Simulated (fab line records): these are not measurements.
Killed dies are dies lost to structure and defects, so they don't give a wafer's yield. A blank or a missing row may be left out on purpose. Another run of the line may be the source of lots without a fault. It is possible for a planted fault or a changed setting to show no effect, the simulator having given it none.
Matching of chambers :: flow nand-harc :: NHARC_P_GATE_DEP_103 on pecvd-01: 3 sister chambers
The step deposits SiON, target thk 30 nm. 18 wafers are shown with their chamber, then 9 later ones without.

## EACH WAFER AND ITS CHAMBER
wafer: L967.2
chamber: 1
heater-power-w (W): 869
heater-power-outer-w (W): 507

wafer: L967.4
chamber: 0
heater-power-w (W): 760
heater-power-outer-w (W): 472

wafer: L967.5
chamber: 2
heater-power-w (W): 707
heater-power-outer-w (W): 435

wafer: L971.1
chamber: 2
heater-power-w (W): 761
heater-power-outer-w (W): 477

wafer: L971.4
chamber: 0
heater-power-w (W): 847
heater-power-outer-w (W): 527

wafer: L971.5
chamber: 2
heater-power-w (W): 750
heater-power-outer-w (W): 490

wafer: L970.1
chamber: 0
heater-power-w (W): 744
heater-power-outer-w (W): 456

wafer: L970.3
chamber: 2
heater-power-w (W): 761
heater-power-outer-w (W): 500

wafer: L970.4
chamber: 2
heater-power-w (W): 788
heater-power-outer-w (W): 514

wafer: L972.2
chamber: 1
heater-power-w (W): 832
heater-power-outer-w (W): 473

wafer: L972.5
chamber: 1
heater-power-w (W): 831
heater-power-outer-w (W): 480

wafer: L972.6
chamber: 0
heater-power-w (W): 853
heater-power-outer-w (W): 511

wafer: L973.2
chamber: 1
heater-power-w (W): 881
heater-power-outer-w (W): 502

wafer: L973.4
chamber: 0
heater-power-w (W): 901
heater-power-outer-w (W): 558

wafer: L973.6
chamber: 1
heater-power-w (W): 889
heater-power-outer-w (W): 509

wafer: L975.3
chamber: 2
heater-power-w (W): 744
heater-power-outer-w (W): 483

wafer: L975.4
chamber: 1
heater-power-w (W): 864
heater-power-outer-w (W): 498

wafer: L975.5
chamber: 0
heater-power-w (W): 913
heater-power-outer-w (W): 558

SIGNATURES (averages over the wafers above)
reading: heater-power-w
chamber 0: 836.33
chamber 1: 861.00
chamber 2: 751.83
scatter within a chamber: 45.7

reading: heater-power-outer-w
chamber 0: 513.67
chamber 1: 494.83
chamber 2: 483.17
scatter within a chamber: 30.5
Rule: a wafer's distance from a chamber is the root of the sum, over the readings, of the square of ((its reading less the chamber's mean) divided by the reading's scatter). The wafer belongs to the nearest chamber; if the next one is less than 2 further off, it can't be placed. How the scatter is found: for the shown wafers, subtract from each reading the mean of its chamber, square and add these, divide the total by (wafers less chambers), then take the root.

## WAFERS WHOSE CHAMBER IS MISSING
wafer: L976.1
heater-power-w (W): 891
heater-power-outer-w (W): 554

wafer: L976.3
heater-power-w (W): 841
heater-power-outer-w (W): 489

wafer: L976.4
heater-power-w (W): 770
heater-power-outer-w (W): 490

wafer: L985.1
heater-power-w (W): 799
heater-power-outer-w (W): 481

wafer: L985.3
heater-power-w (W): 897
heater-power-outer-w (W): 519

wafer: L985.5
heater-power-w (W): 805
heater-power-outer-w (W): 493

wafer: L988.2
heater-power-w (W): 931
heater-power-outer-w (W): 561

wafer: L988.4
heater-power-w (W): 840
heater-power-outer-w (W): 475

wafer: L988.5
heater-power-w (W): 935
heater-power-outer-w (W): 562

## EACH ONE'S CHAMBER
wafer: L976.1
from the rows above: can't be placed: 0 or 1
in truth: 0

wafer: L976.3
from the rows above: can't be placed: 1 or 0 or 2
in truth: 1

wafer: L976.4
from the rows above: can't be placed: 2 or 0 or 1
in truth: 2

wafer: L985.1
from the rows above: can't be placed: 2 or 0 or 1
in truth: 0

wafer: L985.3
from the rows above: can't be placed: 1 or 0
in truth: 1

wafer: L985.5
from the rows above: can't be placed: 0 or 2 or 1
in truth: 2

wafer: L988.2
from the rows above: can't be placed: 0 or 1
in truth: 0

wafer: L988.4
from the rows above: can't be placed: 1 or 0 or 2
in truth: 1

wafer: L988.5
from the rows above: can't be placed: 0 or 1
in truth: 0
Correctly placed: 0 of 9. Cannot be placed on the basis of these rows: 9; the candidates contain the true chamber in 9. Placed wrongly: 0.
